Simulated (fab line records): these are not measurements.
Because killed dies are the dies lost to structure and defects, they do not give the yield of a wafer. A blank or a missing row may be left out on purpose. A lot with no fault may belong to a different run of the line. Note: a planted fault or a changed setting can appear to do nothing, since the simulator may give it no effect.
Which tool is to blame? ; flow nand-harc ; 12 lots with 36 wafers sampled at 5 steps, on a route of 1302 steps

WHAT THE GAUGES READ, wafer by wafer
NHARC_END_SORT_01. Usual: killed-at-array 61, standard deviation 23; killed-at-other 1.3, standard deviation 1.4; killed-at-periphery 4.0, standard deviation 2.6; killed-dies 66, standard deviation 22; killed-open 3.4, standard deviation 1.8; killed-short 2.3, standard deviation 1.4.
lot;measured;on;killed-at-array;killed-at-other;killed-at-periphery;killed-dies;killed-open;killed-short;flag
L420;day 24 18:42;prober-02;59 60 67;2 2 1;5 4 8;66 66 76;4 3 4;2 2 2;
L422;day 25 21:42;prober-02;61 74 70;4 3 1;5 2 12;70 79 83;1 4 4;1 1 1;
L424;day 26 16:12;prober-01;81 70 50;2 2 3;3 1 3;86 73 56;4 3 0;1 1 1;
L425;day 26 21:11;prober-02;26 33 30;1 1 0;3 2 2;30 36 32;6 3 2;4 3 2;
L426;day 27 04:28;prober-01;106 111 114;2 1 2;4 1 2;112 113 118;3 2 2;3 3 4;
L430;day 28 15:45;prober-01;41 43 42;2 0 1;3 3 3;46 46 46;1 3 1;4 5 5;
L429;day 28 20:26;prober-02;21 24 17;1 4 2;2 4 1;24 32 20;0 1 2;0 5 2;
L438;day 32 17:55;prober-01;669 672 673;1 0 0;7 5 4;677 677 677;4 0 4;3 1 3;OFF
L437;day 32 21:49;prober-02;671 663 669;1 2 1;5 12 7;677 677 677;4 3 1;4 0 1;OFF
L441;day 33 04:49;prober-02;62 70 74;2 3 0;4 4 4;68 77 78;1 6 4;2 3 3;

TOOL THAT RAN EACH LOT (tool first, then ch and the chambers of the sampled wafers, then the start)
lot;NHARC_A_CONTACT_ETCH_88;NHARC_A_CONTACT_ETCH_134;NHARC_A_CONTACT_ETCH_136;NHARC_A_CONTACT_ETCH_139
L420;rie-diel-11 ch 0,1,2, day 22 17:48;har-cap-etch-01 ch 0,1, day 22 18:52;har-cap-etch-01 ch 0,1, day 22 19:22;har-cap-etch-01 ch 0,1, day 22 20:10
L422;rie-diel-01 ch 0,2,3, day 23 20:06;har-cap-etch-02 ch 0,1, day 23 21:10;har-cap-etch-02 ch 0,1, day 23 21:39;har-cap-etch-02 ch 0,1, day 23 22:28
L424;rie-diel-11 ch 0,2,3, day 24 13:10;har-cap-etch-03 ch 0,1, day 24 14:12;har-cap-etch-03 ch 0,1, day 24 14:41;har-cap-etch-03 ch 0,1, day 24 15:30
L425;rie-diel-11 ch 2,3, day 24 18:47;har-cap-etch-01 ch 0,1, day 24 19:50;har-cap-etch-01 ch 0,1, day 24 20:19;har-cap-etch-01 ch 0,1, day 24 21:07
L426;rie-diel-01 ch 1,2, day 24 22:58;har-cap-etch-02 ch 0,1, day 25 00:00;har-cap-etch-02 ch 0,1, day 25 00:28;har-cap-etch-02 ch 0,1, day 25 01:17
L430;rie-diel-01 ch 0,2, day 26 13:54;har-cap-etch-03 ch 0,1, day 26 15:01;har-cap-etch-03 ch 0,1, day 26 15:30;har-cap-etch-03 ch 0,1, day 26 16:19
L429;rie-diel-01 ch 1,2, day 26 17:46;har-cap-etch-02 ch 0,1, day 26 18:50;har-cap-etch-02 ch 0,1, day 26 19:19;har-cap-etch-02 ch 0,1, day 26 20:08
L431;rie-diel-11 ch 2,3, day 27 04:46;har-cap-etch-02 ch 0,1, day 27 05:48;har-cap-etch-02 ch 0,1, day 27 06:17;har-cap-etch-02 ch 0,1, day 27 07:05
L438;rie-diel-11 ch 1,2,3, day 30 11:43;har-cap-etch-01 ch 0,1, day 30 12:46;har-cap-etch-01 ch 0,1, day 30 13:23;har-cap-etch-01 ch 0,1, day 30 14:29
L437;rie-diel-01 ch 0,2,3, day 30 11:44;har-cap-etch-03 ch 0,1, day 30 12:58;har-cap-etch-03 ch 0,1, day 30 13:26;har-cap-etch-03 ch 0,1, day 30 14:16
L441;rie-diel-04 ch 2,3, day 31 02:20;har-cap-etch-02 ch 0,1, day 31 03:25;har-cap-etch-02 ch 0,1, day 31 03:53;har-cap-etch-02 ch 0,1, day 31 04:42
L442;rie-diel-01 ch 0,1,3, day 31 13:40;har-cap-etch-03 ch 0,1, day 31 14:42;har-cap-etch-03 ch 0,1, day 31 15:11;har-cap-etch-03 ch 0,1, day 31 16:00
- NHARC_A_CONTACT_ETCH_88: etches the open film in CF4, target depth 39 nm, time 65 s.
- NHARC_A_CONTACT_ETCH_134: etches the open film in C4F8/O2/Ar, time 140 s, target depth 700 nm.
- NHARC_A_CONTACT_ETCH_136: etches the open film in C4F8/O2/Ar, time 311 s, target depth 1912 nm.
- NHARC_A_CONTACT_ETCH_139: etches the open film in C4F8/O2/Ar, time 195 s, target depth 840 nm.

WHAT THE TOOLS THEMSELVES READ (means of the sampled wafers that have a number; where no wafer has one, the mark that the record gives instead)
NHARC_A_CONTACT_ETCH_88. Usual: bias-w 100.01 W, standard deviation 0.28; cf4-flow-sccm 149.9 sccm, standard deviation 0.4; drypump-motor-current-A 5.7 A, standard deviation 0.49; oes-product-au 1.000 a.u., standard deviation 0.0074; rf-vpp-V 151.8 V, standard deviation 1.5; showerhead-plenum-p-Torr 1.81 Torr, standard deviation 0.1; throttle-valve-pct 13.284 %, standard deviation 0.01.
lot;tool;bias-w (W);cf4-flow-sccm (sccm);drypump-motor-current-A (A);oes-product-au (a.u.);rf-vpp-V (V);showerhead-plenum-p-Torr (Torr);throttle-valve-pct (%);flag
L420;rie-diel-11;99.68;149.5;5.7;1.005;151.8;1.83;13.293;
L422;rie-diel-01;100.44;149.6;6.0;0.995;152.2;1.80;13.291;
L424;rie-diel-11;99.91;149.9;5.7;1.001;151.4;1.82;13.282;
L425;rie-diel-11;100.08;149.8;5.4;0.998;152.3;1.90;13.282;
L426;rie-diel-01;99.90;150.0;5.8;0.996;151.8;1.76;13.293;
L430;rie-diel-01;100.02;149.8;5.5;1.003;150.4;1.73;13.288;
L429;rie-diel-01;99.85;150.0;5.8;1.002;151.5;1.72;13.286;
L431;rie-diel-11;100.14;149.9;5.3;1.003;153.2;1.89;13.284;
L438;rie-diel-11;-;-;-;-;-;-;-;OFF
L437;rie-diel-01;-;-;-;-;-;-;-;OFF
L441;rie-diel-04;99.81;149.8;5.4;1.006;151.2;1.77;13.283;
L442;rie-diel-01;100.17;150.2;6.0;0.999;150.7;1.74;13.282;

NHARC_A_CONTACT_ETCH_134. Usual: chamber-pressure-mTorr 19.999 mTorr, standard deviation 0.02; oes-air-line-au 1.004 a.u., standard deviation 0.019.
lot;tool;chamber-pressure-mTorr (mTorr);oes-air-line-au (a.u.);flag
L420;har-cap-etch-01;19.985;0.999;
L422;har-cap-etch-02;19.992;1.000;
L424;har-cap-etch-03;19.995;1.023;
L425;har-cap-etch-01;20.003;1.009;
L426;har-cap-etch-02;20.011;1.005;
L430;har-cap-etch-03;20.010;1.017;
L429;har-cap-etch-02;19.991;0.995;
L431;har-cap-etch-02;19.990;0.984;
L438;har-cap-etch-01;19.998;1.001;
L437;har-cap-etch-03;20.005;1.030;
L441;har-cap-etch-02;20.006;1.002;
L442;har-cap-etch-03;20.007;0.991;

NHARC_A_CONTACT_ETCH_136. Usual: chamber-pressure-mTorr 20.000 mTorr, standard deviation 0.016; oes-air-line-au 1.000 a.u., standard deviation 0.019.
lot;tool;chamber-pressure-mTorr (mTorr);oes-air-line-au (a.u.);flag
L420;har-cap-etch-01;20.021;1.001;
L422;har-cap-etch-02;20.000;1.000;
L424;har-cap-etch-03;20.004;0.983;
L425;har-cap-etch-01;20.002;0.991;
L426;har-cap-etch-02;20.012;1.008;
L430;har-cap-etch-03;19.980;1.005;
L429;har-cap-etch-02;19.987;1.003;
L431;har-cap-etch-02;20.000;1.002;
L438;har-cap-etch-01;20.003;0.990;
L437;har-cap-etch-03;19.991;1.018;
L441;har-cap-etch-02;20.015;0.996;
L442;har-cap-etch-03;20.008;0.994;

NHARC_A_CONTACT_ETCH_139. Usual: chamber-pressure-mTorr 19.999 mTorr, standard deviation 0.018; oes-air-line-au 1.002 a.u., standard deviation 0.021.
lot;tool;chamber-pressure-mTorr (mTorr);oes-air-line-au (a.u.);flag
L420;har-cap-etch-01;20.004;1.032;
L422;har-cap-etch-02;20.003;0.998;
L424;har-cap-etch-03;20.004;0.995;
L425;har-cap-etch-01;20.018;0.991;
L426;har-cap-etch-02;20.004;1.015;
L430;har-cap-etch-03;20.009;0.989;
L429;har-cap-etch-02;19.992;0.996;
L431;har-cap-etch-02;20.005;1.002;
L438;har-cap-etch-01;19.984;1.009;
L437;har-cap-etch-03;19.994;1.009;
L441;har-cap-etch-02;20.002;1.001;
L442;har-cap-etch-03;20.009;0.996;

THE ANSWER, worked out from the rows above alone
Rule: take the mean of a lot's wafers that have a number; if it is more than 3 standard deviations from the usual mean, the lot is off. Also off: a lot with no number at a reading for which 4 or more lots have one. Any other lot the step has rows for is counted as sound. The gauges are gone through in route order, then the tools' own readings, and for those a lot's mean is taken as printed above. The first step at which some lot is off is used, and at that step the reading that is off furthest; a lot without a number counts as furthest.
Off: L438, L437, at NHARC_END_SORT_01 (killed-dies). Neither off nor sound, because the step has no rows for them: L431, L442.
A tool fits if, at a process step before that reading, it ran every lot that is off, and no sound lot after the first of them. The gauges at NHARC_END_SORT_01 aren't tried: what is off there is off at NHARC_A_CONTACT_ETCH_88 too, on other tools, and a gauge's error can't cause that. Of those tried, none fits.

WHAT THE SIMULATOR HAD INSERTED
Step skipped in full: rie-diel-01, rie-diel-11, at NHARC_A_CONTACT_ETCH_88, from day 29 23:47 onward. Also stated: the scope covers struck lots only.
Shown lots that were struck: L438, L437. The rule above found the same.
